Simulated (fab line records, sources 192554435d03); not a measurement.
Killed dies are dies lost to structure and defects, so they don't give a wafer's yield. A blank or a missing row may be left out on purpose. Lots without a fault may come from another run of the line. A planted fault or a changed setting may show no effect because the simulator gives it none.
Chamber matching | flow n5_finfet | N5_BEOL_M15_VIA_ETCH_16 on rie_diel-03: 4 sister chambers
The step etches SiO2 in C4F8/O2/Ar, target depth 1792.2 nm. 8 wafers are shown with their chamber, then 9 later ones without.

WAFERS WITH THEIR CHAMBER
wafer  | chamber | rf_vpp_V (V) | showerhead_plenum_p_Torr (Torr)
L076.5 | 0       | 2245         | 3.43
L082.5 | 2       | 2211         | 3.40
L087.1 | 1       | 2289         | 3.61
L087.2 | 0       | 2246         | 3.42
L087.6 | 1       | 2288         | 3.61
L089.2 | 2       | 2210         | 3.40
L089.4 | 3       | 2188         | 3.39
L089.5 | 3       | 2188         | 3.39

WAFERS WITHOUT THEIR CHAMBER
wafer  | rf_vpp_V (V) | showerhead_plenum_p_Torr (Torr)
L090.2 | 2244         | 3.41
L090.3 | 2290         | 3.61
L090.4 | 2245         | 3.41
L095.1 | 2244         | 3.41
L095.4 | 2187         | 3.39
L095.5 | 2188         | 3.39
L096.3 | 2245         | 3.41
L096.5 | 2187         | 3.39
L096.6 | 2209         | 3.39

WHICH CHAMBER EACH WENT THROUGH
wafer  | from the rows above | in truth
L090.2 | 0                   | 0
L090.3 | 1                   | 1
L090.4 | 0                   | 0
L095.1 | 0                   | 0
L095.4 | 3                   | 3
L095.5 | 3                   | 3
L096.3 | 0                   | 0
L096.5 | 3                   | 3
L096.6 | 2                   | 2
Placed correctly: 9 of 9. Can't be placed from these rows: 0. Placed wrongly: 0.
How it was worked out, from the rows above alone: a wafer's distance from a chamber is the root of the sum, over the readings, of the square of ((its reading less the chamber's mean) divided by the reading's scatter). The wafer belongs to the nearest chamber; if the next one is less than 2 further off, it can't be placed. A chamber's mean is the mean of its shown wafers. The scatter: the root of (the sum of the squares of (reading less its chamber's mean) over the shown wafers, divided by (wafers less chambers)).
